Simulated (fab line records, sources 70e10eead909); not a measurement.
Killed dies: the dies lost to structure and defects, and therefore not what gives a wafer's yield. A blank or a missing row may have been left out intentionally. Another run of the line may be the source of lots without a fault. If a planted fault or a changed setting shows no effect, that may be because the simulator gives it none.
Matching of chambers :: flow nand-harc :: NHARC_A_STAIRCASE_DEP_151 on pecvd-02: 3 sister chambers
The step deposits SiO2, target thk 7200 nm. 3 wafers are shown with their chamber, then 10 later ones without.

## WAFERS WITH THEIR CHAMBER
wafer: L088.3
chamber: 1
heater-power-w (W): 830

wafer: L090.2
chamber: 0
heater-power-w (W): 754

wafer: L090.5
chamber: 2
heater-power-w (W): 541

## WAFERS WHOSE CHAMBER IS MISSING
wafer: L090.6
heater-power-w (W): 662

wafer: L091.1
heater-power-w (W): 847

wafer: L091.3
heater-power-w (W): 652

wafer: L091.5
heater-power-w (W): 707

wafer: L095.1
heater-power-w (W): 894

wafer: L095.4
heater-power-w (W): 511

wafer: L095.5
heater-power-w (W): 661

wafer: L096.2
heater-power-w (W): 791

wafer: L096.3
heater-power-w (W): 915

wafer: L096.6
heater-power-w (W): 663

## THE CHAMBER EACH PASSED THROUGH
wafer: L090.6
from the rows above: can't be placed: 0 or 2 or 1
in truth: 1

wafer: L091.1
from the rows above: can't be placed: 1 or 0
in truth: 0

wafer: L091.3
from the rows above: can't be placed: 0 or 2 or 1
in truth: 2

wafer: L091.5
from the rows above: can't be placed: 0 or 1 or 2
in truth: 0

wafer: L095.1
from the rows above: can't be placed: 1 or 0
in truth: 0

wafer: L095.4
from the rows above: 2
in truth: 2

wafer: L095.5
from the rows above: can't be placed: 0 or 2 or 1
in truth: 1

wafer: L096.2
from the rows above: can't be placed: 0 or 1
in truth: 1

wafer: L096.3
from the rows above: can't be placed: 1 or 0
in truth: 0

wafer: L096.6
from the rows above: can't be placed: 0 or 2 or 1
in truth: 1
1 of 10 placed correctly. Unplaceable from these rows: 9, with the true chamber sitting among the candidates in 9. Number placed wrongly: 0.
How it was worked out, from the rows above alone: a wafer's distance from a chamber is the root of the sum, over the readings, of the square of ((its reading less the chamber's mean) divided by the reading's scatter). If the next closest chamber is less than 2 further off than the closest, the wafer can't be placed; otherwise it belongs to the closest. Each chamber's mean is taken over the wafers shown for it. The scatter: root of mean squared gap, hidden wafer to nearest shown wafer, with one shown wafer a chamber.
